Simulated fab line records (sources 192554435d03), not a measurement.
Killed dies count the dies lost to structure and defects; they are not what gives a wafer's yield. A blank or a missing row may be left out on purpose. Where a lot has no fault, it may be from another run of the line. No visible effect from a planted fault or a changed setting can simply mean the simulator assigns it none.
Split-lot study -- flow n5_finfet -- on a route of 1938 steps: 7 lots, 21 wafers read

## THE SPLIT ITSELF
At N5_MOL_CONTACT_COAG_COAT_77 (time 60 s, resist thk 10 nm), the setting spin_rpm was moved away from the recipe's 1500 rpm on 6 of the 21 wafers read, by -10.9% to +5.6%. The other wafers ran this setting at the recipe's value.

## FROM THE SPLIT TO THE READING: what the file shows between them, 3 steps
- N5_MOL_CONTACT_COAG_COAT_78: resist thk 40 nm
- N5_MOL_CONTACT_COAG_EBR_80
- N5_MOL_CONTACT_COAG_DESCUM_88: chemistry O2, time 7 s

## THE READING
etch.depth_nm (the simulator's own value, which no gauge read), in nm, at N5_MOL_CONTACT_COAG_ETCH_89 (etches underlayer in N2/H2, target depth 13 nm, time 10.4 s). No usual value for it is given in the file. Average 10.000 nm, standard deviation 0.019 nm, over the 15 wafers here run with the recipe.

wafer,"tool, chamber at the split","spin_rpm as run, rpm",against the recipe,"etch.depth_nm, nm",against lot-mates on the recipe
L077.4,"litho_track-02, 0",1337,-10.9%,10.59,+0.580
L077.5,"litho_track-02, 0",1337,-10.9%,10.6,+0.590
L077.6,"litho_track-02, 0",1500,recipe,10.01,-
L082.3,"litho_track-02, 0",1500,recipe,10,-
L082.4,"litho_track-02, 0",1500,recipe,9.974,-
L082.5,"litho_track-02, 0",1500,recipe,10.01,-
L084.2,"litho_track-02, 0",1500,recipe,10,-
L084.4,"litho_track-02, 0",1500,recipe,9.998,-
L084.5,"litho_track-02, 0",1356,-9.6%,10.51,+0.511
L089.2,"litho_track-03, 0",1500,recipe,9.976,-
L089.4,"litho_track-03, 0",1500,recipe,9.974,-
L089.6,"litho_track-03, 0",1500,recipe,9.994,-
L093.1,"litho_track-02, 0",1584,+5.6%,9.716,-0.267
L093.2,"litho_track-02, 0",1500,recipe,9.983,-
L093.4,"litho_track-02, 0",1500,recipe,9.983,-
L096.2,"litho_track-03, 0",1355,-9.7%,10.53,+0.500
L096.5,"litho_track-03, 0",1500,recipe,10.03,-
L096.6,"litho_track-03, 0",1355,-9.7%,10.55,+0.520
L097.1,"litho_track-04, 0",1500,recipe,10.03,-
L097.2,"litho_track-04, 0",1500,recipe,10.01,-
L097.5,"litho_track-04, 0",1500,recipe,10.03,-

THE FIT
A straight line over all 21 wafers: etch.depth_nm changes by -0.0545 nm for each +1% of spin_rpm; r = -1.00; the points scatter about the line by 0.019 nm.
The same after taking each lot's own level away (the mean of its wafers on the recipe; 21 wafers): -0.0528 nm for each +1%; r = -1.00; scatter 0.011 nm.
According to that fit, moving spin_rpm by its largest amount changes the reading by 0.57 nm.
Measured against the standard deviation above, the lots' own levels, which go from 9.9813 to 10.0300 nm, span 2.5 times it.
The two slopes are in agreement: the lot-to-lot level therefore moves the slope only a little.
Check: with one of the wafers moved furthest among these (-10.9%) left out of the fit, the line predicts +0.575 nm for it against its lot-mates. It came out at +0.58 nm against them.

## THE OTHER SPLITS THESE WAFERS WENT THROUGH
Other splits were also applied to these wafers ahead of the reading. Each is held against what the fit with the lots' levels taken away leaves over:
other split on the same wafers,wafers away from the commonest value,r with etch.depth_nm (lot level and that fit taken away)
N5_SDB_COAT_05 spin_rpm,6,-0.14
N5_HKMG_FIN_ETCH_55 bias_w,4,+0.27
N5_HKMG_FIN_ETCH_58 source_w,8,-0.08
N5_MOL_CONTACT_COAG_COAT_103 spin_rpm,8,-0.26
N5_MOL_CONTACT_COAG_COAT_02 spin_rpm,4,-0.02

## THE WHOLE CHAIN: every reading that the file lists as answering this split, in the file's order
step,what it does,reading,change (the file's fit),r (the file's)
N5_MOL_CONTACT_COAG_COAT_77,"time 60 s, resist thk 10 nm","underlayer_of_MOL_CONTACT_COAG_COAT_77.thk_nm (the simulator's own value, which no gauge read)",-0.0573 nm for each +1% of the setting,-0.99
N5_MOL_CONTACT_COAG_ETCH_89,"etches underlayer in N2/H2, target depth 13 nm, time 10.4 s","CAR-EUV_of_MOL_CONTACT_COAG_COAT_78.thk_nm (the simulator's own value, which no gauge read)",+0.056 nm for each +1% of the setting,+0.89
N5_MOL_CONTACT_COAG_ETCH_89,"etches underlayer in N2/H2, target depth 13 nm, time 10.4 s","etch.depth_nm (the simulator's own value, which no gauge read)",-0.053 nm for each +1% of the setting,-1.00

## THE FILE'S OWN FIT
etch.depth_nm changes by -0.053 nm for each +1% of spin_rpm, r = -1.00.
